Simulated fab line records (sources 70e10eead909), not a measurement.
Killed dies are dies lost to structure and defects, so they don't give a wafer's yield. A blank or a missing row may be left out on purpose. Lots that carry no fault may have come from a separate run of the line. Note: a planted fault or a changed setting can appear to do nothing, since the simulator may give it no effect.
Matching of chambers -- flow nand_harc -- ald_hk-02 running NHARC_A_CHANNEL_FILL_D2_ALD_25: 4 sister chambers
The step deposits SiOx, target thk 60 nm, pulse time 10 s, ald cycles 600. 16 wafers are shown with their chamber, then 8 later ones without.

== WAFERS, EACH WITH ITS CHAMBER ==
wafer,chamber,heater_power_w (W),heater_power_outer_w (W),precursor_pulse_height_rel
L077.2,1,531,296,1.013
L077.4,0,445,249,1.034
L077.6,3,441,242,0.979
L080.3,3,445,240,0.978
L080.1,2,557,290,1.027
L080.5,3,442,244,1.024
L081.3,0,444,251,0.966
L081.2,2,554,296,0.990
L081.5,0,450,246,0.989
L083.2,0,462,247,0.978
L083.4,3,447,241,0.991
L083.5,3,445,244,1.002
L087.4,2,547,290,0.995
L087.1,0,455,262,0.996
L087.6,3,430,249,1.031
L088.1,0,452,245,0.986

SIGNATURES, as means of the wafers listed above
reading,chamber 0,chamber 1,chamber 2,chamber 3,scatter within a chamber
heater_power_w,451.33,531.00,552.67,441.67,6.21
heater_power_outer_w,250.00,296.00,292.00,243.33,4.76
precursor_pulse_height_rel,0.99150,1.01300,1.00400,1.00083,0.0224
Rule: distance of a wafer from a chamber = root of the sum over the readings of ((wafer's reading minus chamber's mean) / reading's scatter) squared. The wafer belongs to the nearest chamber; if the next one is less than 2 further off, it can't be placed. The scatter is the square root of a quotient: the sum, over the shown wafers, of each reading's squared deviation from its chamber's mean, divided by wafers minus chambers.

== WAFERS WITHOUT THEIR CHAMBER ==
wafer,heater_power_w (W),heater_power_outer_w (W),precursor_pulse_height_rel
L088.2,443,249,1.018
L088.5,442,248,0.996
L091.1,524,300,1.043
L091.3,554,300,0.995
L091.2,449,260,1.004
L096.2,519,285,1.036
L096.3,432,231,0.997
L096.4,531,292,1.014

== WHICH CHAMBER EACH WENT THROUGH ==
wafer,from the rows above,in truth
L088.2,can't be placed: 3 or 0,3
L088.5,can't be placed: 3 or 0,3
L091.1,1,1
L091.3,2,2
L091.2,can't be placed: 0 or 3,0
L096.2,1,1
L096.3,3,3
L096.4,1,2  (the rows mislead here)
Correctly placed: 4 of 8. Can't be placed from these rows: 3 (the true chamber is among the candidates in 3). 1 placed wrongly.
